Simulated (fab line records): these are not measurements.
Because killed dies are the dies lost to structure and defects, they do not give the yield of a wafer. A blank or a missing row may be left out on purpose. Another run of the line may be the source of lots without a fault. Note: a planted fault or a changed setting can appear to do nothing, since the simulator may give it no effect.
fab line records    flow n5-finfet    part 2 of 2: steps 18 to 28 of 28
record: lots: 5  wafers: 15  last-day: 18
route steps=1938 shown BEOL_M3@941
lots that met no fault: from a run of the same line without faults
start-h: hours from the record's opening day to when the first of the lot's shown wafers began    wait-h: time in hours since the lot's previous step    " the same as in the row above    L1.1+2: a single row standing in for several wafers    - no value, or no start was given    * or withheld: withheld    < > ~ a bound
route shown NAME@n: a module of which the file shows steps, and the number in the route of the first    usual: mean and standard deviation over wafers with no fault    same: alike in all rows    chamber/n: place in a boat    sites: the reading at each site    _std_site: the standard deviation of these    _edge_site: mean of outer sites minus mean of inner sites    radius-mm: for every site, how far away it sits from the centre of the wafer    mask NAME#n: copy n    behind: tool/chamber where the wafer was last shaped    hold: why the lot went on hold/how many hours it stayed there/how the hold came to an end    device: transistor that didn't switch, given as n, p or np    end of line: tests of these same wafers at the route's end    a step with no rows: only its recipe    killed: the dies lost at the first sort to structure and to defects; this is not the yield of the wafer    map: dies across one wafer; x = killed, . = not, _ = none there
set.NAME: the run value of the setting; set.NAME@STEP: its run value at that earlier step    model.NAME: the simulator's own value behind a step, which no gauge read
lots at selected steps of the route; one table per step, one row per wafer
services: the hour from which a tool's chamber was out of use, counted from the record's first day as start-h (under 0 if before that day), plus the number of hours and why
== steps ==
step: N5_BEOL_M3_COAT_68
recipe: resist: SiARC  temp-c: 220  time-s: 60  spin-rpm: 1500  resist-thk-nm: 12
usual: chill-plate-temp-C: 23.00/0.11  dispense-pressure-kPa: 49/3.3
lot.wafer  tool            chamber  start-h  wait-h  chill-plate-temp-C  dispense-pressure-kPa
L083.1     litho-track-03  0        -        -       23.17               52
L083.4     "               0        "        "       23.08               52
L083.6     "               0        "        "       23.04               52
L089.1     litho-track-03  0        -        -       22.85               52
L089.2     "               0        "        "       23.01               52
L089.5     "               0        "        "       22.81               52
L090.1     litho-track-01  0        -        -       23.09               44
L090.3     "               0        "        "       23.00               44
L090.5     "               0        "        "       23.03               44
L094.3     litho-track-02  0        -        -       22.72               50
L094.4     "               0        "        "       23.17               50
L094.5     "               0        "        "       22.93               50
L097.1     litho-track-02  0        -        -       22.75               50
L097.3     "               0        "        "       22.87               50
L097.5     "               0        "        "       22.84               50
step: N5_BEOL_M3_COAT_76
recipe: resist: underlayer  temp-c: 205  time-s: 60  spin-rpm: 1500  resist-thk-nm: 5
usual: chill-plate-temp-C: 22.98/0.1  dispense-pressure-kPa: 49/3.3
lot.wafer  tool            chamber  start-h  wait-h  chill-plate-temp-C  dispense-pressure-kPa
L083.1     litho-track-03  0        -        -       22.73               52
L083.4     "               0        "        "       22.82               52
L083.6     "               0        "        "       22.87               52
L089.1     litho-track-03  0        -        -       22.93               52
L089.2     "               0        "        "       22.87               52
L089.5     "               0        "        "       22.95               52
L090.1     litho-track-01  0        -        -       22.79               44
L090.3     "               0        "        "       22.84               44
L090.5     "               0        "        "       23.05               44
L094.3     litho-track-02  0        -        -       22.92               50
L094.4     "               0        "        "       22.87               50
L094.5     "               0        "        "       22.96               50
L097.1     litho-track-02  0        -        -       23.09               50
L097.3     "               0        "        "       23.19               50
L097.5     "               0        "        "       23.07               50
step: N5_BEOL_M3_COAT_22
recipe: resist: CAR-EUV  spin-rpm: 1500  resist-thk-nm: 30
usual: chill-plate-temp-C: 22.97/0.1  dispense-pressure-kPa: 49/3.4
lot.wafer  tool            chamber  start-h  wait-h  chill-plate-temp-C  dispense-pressure-kPa
L083.1     litho-track-03  0        -        -       22.95               52
L083.4     "               0        "        "       22.85               52
L083.6     "               0        "        "       22.77               52
L089.1     litho-track-03  0        -        -       23.02               52
L089.2     "               0        "        "       22.79               52
L089.5     "               0        "        "       22.83               52
L090.1     litho-track-01  0        -        -       23.06               44
L090.3     "               0        "        "       22.96               44
L090.5     "               0        "        "       23.03               44
L094.3     litho-track-02  0        -        -       22.83               50
L094.4     "               0        "        "       22.90               50
L094.5     "               0        "        "       22.81               50
L097.1     litho-track-02  0        -        -       23.14               50
L097.3     "               0        "        "       23.11               50
L097.5     "               0        "        "       22.99               50
step: N5_BEOL_M3_EBR_24
recipe: solvent: PGMEA  ebr-width-mm: 1.5
usual: chill-plate-temp-C: 23.00/0.11
lot.wafer  tool            chamber  start-h  wait-h  chill-plate-temp-C
L083.1     litho-track-03  0        -        -       22.88
L083.4     "               0        "        "       22.90
L083.6     "               0        "        "       23.12
L089.1     litho-track-03  0        -        -       22.89
L089.2     "               0        "        "       23.08
L089.5     "               0        "        "       23.03
L090.1     litho-track-01  0        -        -       22.99
L090.3     "               0        "        "       22.66
L090.5     "               0        "        "       22.91
L094.3     litho-track-02  0        -        -       23.34
L094.4     "               0        "        "       22.92
L094.5     "               0        "        "       22.95
L097.1     litho-track-02  0        -        -       23.06
L097.3     "               0        "        "       22.89
L097.5     "               0        "        "       22.93
step: N5_BEOL_M3_SOFTBAKE_23
recipe: temp-c: 110  time-s: 60  resist: CAR-EUV
usual: chill-plate-temp-C: 23.00/0.11
lot.wafer  tool            chamber  start-h  wait-h  chill-plate-temp-C
L083.1     litho-track-03  0        -        -       23.19
L083.4     "               0        "        "       23.12
L083.6     "               0        "        "       23.14
L089.1     litho-track-03  0        -        -       22.90
L089.2     "               0        "        "       23.05
L089.5     "               0        "        "       23.01
L090.1     litho-track-01  0        -        -       22.67
L090.3     "               0        "        "       22.92
L090.5     "               0        "        "       22.86
L094.3     litho-track-02  0        -        -       22.93
L094.4     "               0        "        "       22.91
L094.5     "               0        "        "       22.94
L097.1     litho-track-02  0        -        -       22.94
L097.3     "               0        "        "       22.92
L097.5     "               0        "        "       22.93
step: N5_BEOL_M3_EXPOSE_25
recipe: mask-id: V2  na: 0.33  source-shape: quasar  sigma-inner: 0.2  sigma-outer: 0.8  polarization: unpolarized  defocus-nm: 5  dose-mj: 63
usual: stage-msd-nm: 0.819/0.026
same: sigma-inner: 0.2
lot.wafer  tool            chamber  start-h  wait-h  mask  stage-msd-nm
L083.1     euv-scanner-02  0        202.70   -       V2#0  0.835
L083.4     "               0        "        "       V2#0  0.836
L083.6     "               0        "        "       V2#0  0.833
L089.1     euv-scanner-02  0        240.90   -       V2#0  0.839
L089.2     "               0        "        "       V2#0  0.838
L089.5     "               0        "        "       V2#0  0.840
L090.1     euv-scanner-02  0        245.37   -       V2#0  0.838
L090.3     "               0        "        "       V2#0  0.835
L090.5     "               0        "        "       V2#0  0.839
L094.3     euv-scanner-02  0        278.96   -       V2#0  0.842
L094.4     "               0        "        "       V2#0  0.841
L094.5     "               0        "        "       V2#0  0.843
L097.1     euv-scanner-01  0        287.58   -       V2#0  0.797
L097.3     "               0        "        "       V2#0  0.799
L097.5     "               0        "        "       V2#0  0.796
step: N5_BEOL_M3_PEB_26
recipe: peb-temp-c: 100  peb-time-s: 60  resist: CAR-EUV
usual: chill-plate-temp-C: 23.01/0.094
lot.wafer  tool            chamber  start-h  wait-h  chill-plate-temp-C
L083.1     litho-track-01  0        202.78   0.1     23.00
L083.4     "               0        "        "       23.08
L083.6     "               0        "        "       22.92
L089.1     litho-track-01  0        240.98   0.1     22.92
L089.2     "               0        "        "       23.08
L089.5     "               0        "        "       23.03
L090.1     litho-track-01  0        245.44   0.1     23.14
L090.3     "               0        "        "       22.98
L090.5     "               0        "        "       23.08
L094.3     litho-track-01  0        279.02   0.1     23.17
L094.4     "               0        "        "       23.17
L094.5     "               0        "        "       23.12
L097.1     litho-track-02  0        287.66   0.1     23.05
L097.3     "               0        "        "       23.05
L097.5     "               0        "        "       22.96
step: N5_BEOL_M3_DEVELOP_27
recipe: develop-time-s: 30  developer: TMAH  resist: CAR-EUV  rinse-liquid: surfactant-rinse  dry: air-spin  dev-temp-c: 23
usual: chill-plate-temp-C: 23.00/0.098
lot.wafer  tool            chamber  start-h  wait-h  chill-plate-temp-C
L083.1     litho-track-01  0        -        -       22.95
L083.4     "               0        "        "       22.87
L083.6     "               0        "        "       22.86
L089.1     litho-track-01  0        -        -       22.97
L089.2     "               0        "        "       23.00
L089.5     "               0        "        "       23.02
L090.1     litho-track-01  0        -        -       23.00
L090.3     "               0        "        "       22.94
L090.5     "               0        "        "       23.14
L094.3     litho-track-01  0        -        -       22.93
L094.4     "               0        "        "       23.02
L094.5     "               0        "        "       22.99
L097.1     litho-track-02  0        -        -       23.03
L097.3     "               0        "        "       22.96
L097.5     "               0        "        "       23.03
step: N5_BEOL_M3_CD_MEAS_28
recipe: target-cd-nm: 25.7  landing-energy-ev: 500  detector: se-inlens  target-cd-y-nm: 23.3  polarity: opening
usual: cd-nm: 25.74/0.24
lot.wafer  tool       chamber  start-h  wait-h  cd-nm
L083.1     cd-sem-02  0        202.85   -       26.09
L083.4     "          0        "        "       26.04
L083.6     "          0        "        "       25.67
L089.1     cd-sem-02  0        241.05   -       25.63
L089.2     "          0        "        "       25.74
L089.5     "          0        "        "       25.90
L090.1     cd-sem-02  0        245.51   -       25.77
L090.3     "          0        "        "       26.10
L090.5     "          0        "        "       25.89
L094.3     cd-sem-03  0        279.09   -       25.13
L094.4     "          0        "        "       25.80
L094.5     "          0        "        "       25.49
L097.1     cd-sem-03  0        287.73   -       25.91
L097.3     "          0        "        "       26.03
L097.5     "          0        "        "       25.65
step: N5_BEOL_M3_OVL_MEAS_29
recipe: points-per-wafer: 522
usual: V2_OVL: 0.5/0.62
lot.wafer  tool        chamber  start-h  wait-h  V2_OVL[nm]
L083.1     overlay-02  0        202.88   0.0     0.2
L083.4     "           0        "        "       0.6
L083.6     "           0        "        "       -1.1
L089.1     overlay-01  0        241.08   0.0     0.5
L089.2     "           0        "        "       0.5
L089.5     "           0        "        "       0.8
L090.1     overlay-02  0        245.54   0.0     1.1
L090.3     "           0        "        "       0.5
L090.5     "           0        "        "       0.1
L094.3     overlay-02  0        279.15   0.1     -0.8
L094.4     "           0        "        "       0.1
L094.5     "           0        "        "       -0.2
L097.1     overlay-02  0        287.76   0.0     0.7
L097.3     "           0        "        "       0.5
L097.5     "           0        "        "       0.2
step: N5_BEOL_M3_INSPECT_30
recipe: mode: adi  inspect-instrument: brightfield
usual: raw-defect-count: 461/100
lot.wafer  tool               chamber  start-h  wait-h  raw-defect-count
L083.1     defect-inspect-01  -        202.94   0.1     536
L083.4     "                  -        "        "       601
L083.6     "                  -        "        "       441
L089.1     defect-inspect-01  -        241.14   0.1     437
L089.2     "                  -        "        "       465
L089.5     "                  -        "        "       536
L090.1     defect-inspect-01  -        245.60   0.1     430
L090.3     "                  -        "        "       358
L090.5     "                  -        "        "       547
L094.3     defect-inspect-01  -        279.20   0.0     526
L094.4     "                  -        "        "       367
L094.5     "                  -        "        "       503
L097.1     defect-inspect-02  -        287.81   0.1     600
L097.3     "                  -        "        "       540
L097.5     "                  -        "        "       557
== services ==
tool            chamber  start-h  hours  kind
euv-scanner-02  -        183.91   1.4    repair
euv-scanner-02  -        190.51   1.0    pm
rie-metal-01    1        190.93   -      clean
rie-metal-01    1        190.93   20.5   scheduled-down
euv-scanner-01  -        201.91   1.0    pm
euv-scanner-01  -        207.21   12.0   pm
rie-diel-02     0        230.12   -      clean
rie-diel-02     0        230.12   -      consumable-replace:focus-ring
rie-diel-02     0        230.12   -      consumable-replace:showerhead
rie-diel-02     0        230.12   22.2   scheduled-down
rie-diel-02     0        230.12   22.2   vent-cycle
rie-metal-02    -        232.71   14.6   pm
euv-scanner-02  -        238.59   0.3    repair
euv-scanner-02  -        246.66   1.0    pm
euv-scanner-02  -        250.49   5.8    pm
rie-diel-06     1        250.77   15.2   repair
rie-diel-02     3        253.91   -      clean
rie-diel-02     3        253.91   -      consumable-replace:focus-ring
rie-diel-02     3        253.91   32.5   scheduled-down
rie-diel-02     3        253.91   32.5   vent-cycle
rie-metal-03    0        255.47   17.8   repair
euv-scanner-01  -        256.27   5.8    pm
rie-metal-02    1        266.73   10.1   repair
rie-metal-03    1        287.20   1.0    repair
